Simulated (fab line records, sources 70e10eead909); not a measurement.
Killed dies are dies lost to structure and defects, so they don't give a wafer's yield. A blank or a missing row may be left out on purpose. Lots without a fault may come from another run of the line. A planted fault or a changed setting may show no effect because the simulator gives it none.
Chamber matching | flow nand_harc | NHARC_A_SGD_CUT_ETCHBACK_24 on rie_diel-11: 4 sister chambers
The step etches the open film in CH3F/O2, target depth 50 nm, time 92.857 s. 18 wafers are shown with their chamber, then 9 later ones without.

WAFERS WITH THEIR CHAMBER
wafer  | chamber | showerhead_plenum_p_Torr (Torr) | drypump_motor_current_A (A) | rf_vpp_V (V)
L074.2 | 1       | 2.30                            | 5.6                         | 241.4
L074.4 | 0       | 2.38                            | 4.9                         | 242.3
L074.6 | 3       | 2.30                            | 5.4                         | 241.6
L080.1 | 0       | 2.38                            | 4.9                         | 243.7
L080.2 | 2       | 2.59                            | 6.6                         | 245.9
L080.4 | 1       | 2.29                            | 5.6                         | 242.0
L081.1 | 0       | 2.38                            | 4.9                         | 243.4
L081.5 | 1       | 2.29                            | 5.6                         | 241.5
L081.6 | 0       | 2.38                            | 4.9                         | 242.9
L086.2 | 1       | 2.29                            | 5.6                         | 241.2
L086.4 | 2       | 2.59                            | 6.6                         | 246.2
L086.6 | 1       | 2.29                            | 5.6                         | 241.3
L083.2 | 0       | 2.38                            | 4.9                         | 244.1
L083.3 | 1       | 2.29                            | 5.6                         | 241.8
L083.4 | 3       | 2.30                            | 5.3                         | 241.5
L087.1 | 0       | 2.38                            | 4.9                         | 243.7
L087.2 | 1       | 2.29                            | 5.6                         | 242.1
L087.3 | 3       | 2.30                            | 5.3                         | 242.0

SIGNATURES (means of the wafers above)
reading                  | chamber 0 | chamber 1 | chamber 2 | chamber 3 | scatter within a chamber
showerhead_plenum_p_Torr | 2.3800    | 2.2914    | 2.5900    | 2.3000    | 0.00247
drypump_motor_current_A  | 4.900     | 5.600     | 6.600     | 5.333     | 0.0218
rf_vpp_V                 | 243.350   | 241.614   | 246.050   | 241.700   | 0.467
Rule: a wafer's distance from a chamber is the root of the sum, over the readings, of the square of ((its reading less the chamber's mean) divided by the reading's scatter). The wafer belongs to the nearest chamber; if the next one is less than 2 further off, it can't be placed. The scatter: the root of (the sum of the squares of (reading less its chamber's mean) over the shown wafers, divided by (wafers less chambers)).

WAFERS WITHOUT THEIR CHAMBER
wafer  | showerhead_plenum_p_Torr (Torr) | drypump_motor_current_A (A) | rf_vpp_V (V)
L091.1 | 2.29                            | 5.4                         | 240.1
L091.4 | 2.59                            | 6.6                         | 246.0
L091.5 | 2.59                            | 6.6                         | 245.7
L094.1 | 2.29                            | 5.3                         | 241.6
L094.5 | 2.59                            | 6.6                         | 247.3
L094.6 | 2.29                            | 5.3                         | 241.8
L097.2 | 2.59                            | 6.6                         | 246.1
L097.4 | 2.29                            | 5.3                         | 239.5
L097.6 | 2.29                            | 5.6                         | 242.1

WHICH CHAMBER EACH WENT THROUGH
wafer  | from the rows above | in truth
L091.1 | 3                   | 3
L091.4 | 2                   | 2
L091.5 | 2                   | 2
L094.1 | 3                   | 3
L094.5 | 2                   | 2
L094.6 | 3                   | 3
L097.2 | 2                   | 2
L097.4 | 3                   | 3
L097.6 | 1                   | 1
Placed correctly: 9 of 9. Can't be placed from these rows: 0. Placed wrongly: 0.
